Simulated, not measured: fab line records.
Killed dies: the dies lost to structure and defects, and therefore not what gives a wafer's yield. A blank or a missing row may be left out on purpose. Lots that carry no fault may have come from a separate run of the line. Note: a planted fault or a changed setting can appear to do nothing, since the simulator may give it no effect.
Matching of chambers    flow nandHarc    3 sister chambers for NHARC_A_STAIRCASE_DEP_417 on pecvd-02
The step deposits Si3N4, target thk 60 nm. 6 wafers are shown with their chamber, then 10 later ones without.

== WAFERS, EACH WITH ITS CHAMBER ==
wafer   chamber  heaterPowerW (W)
L074.1  0        662
L081.5  0        684
L084.4  1        713
L086.2  1        784
L087.2  2        719
L087.5  2        739

== WAFERS WITH NO CHAMBER GIVEN ==
wafer   heaterPowerW (W)
L087.6  613
L090.2  750
L090.5  616
L090.6  800
L091.1  677
L091.2  753
L091.3  805
L096.1  686
L096.4  672
L096.6  668

== THE CHAMBER EACH PASSED THROUGH ==
wafer   from the rows above           in truth
L087.6  can't be placed: 0 or 2       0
L090.2  can't be placed: 1 or 2       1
L090.5  can't be placed: 0 or 2       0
L090.6  can't be placed: 1 or 2       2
L091.1  can't be placed: 0 or 2       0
L091.2  can't be placed: 1 or 2       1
L091.3  can't be placed: 1 or 2       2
L096.1  can't be placed: 0 or 2 or 1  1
L096.4  can't be placed: 0 or 2       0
L096.6  can't be placed: 0 or 2       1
Placed correctly: 0 of 10. From these rows, 10 cannot be placed; in 9 the true chamber is one of the candidates. Wrongly placed: 0.
How it was worked out, from the rows above alone: a wafer's distance from a chamber is the root of the sum, over the readings, of the square of ((its reading less the chamber's mean) divided by the reading's scatter). If the next closest chamber is less than 2 further off than the closest, the wafer can't be placed; otherwise it belongs to the closest. Each chamber's mean is taken over the wafers shown for it. The scatter: take each reading less its chamber's mean, square it, sum over the shown wafers, divide by the number of wafers less the number of chambers, and take the root.
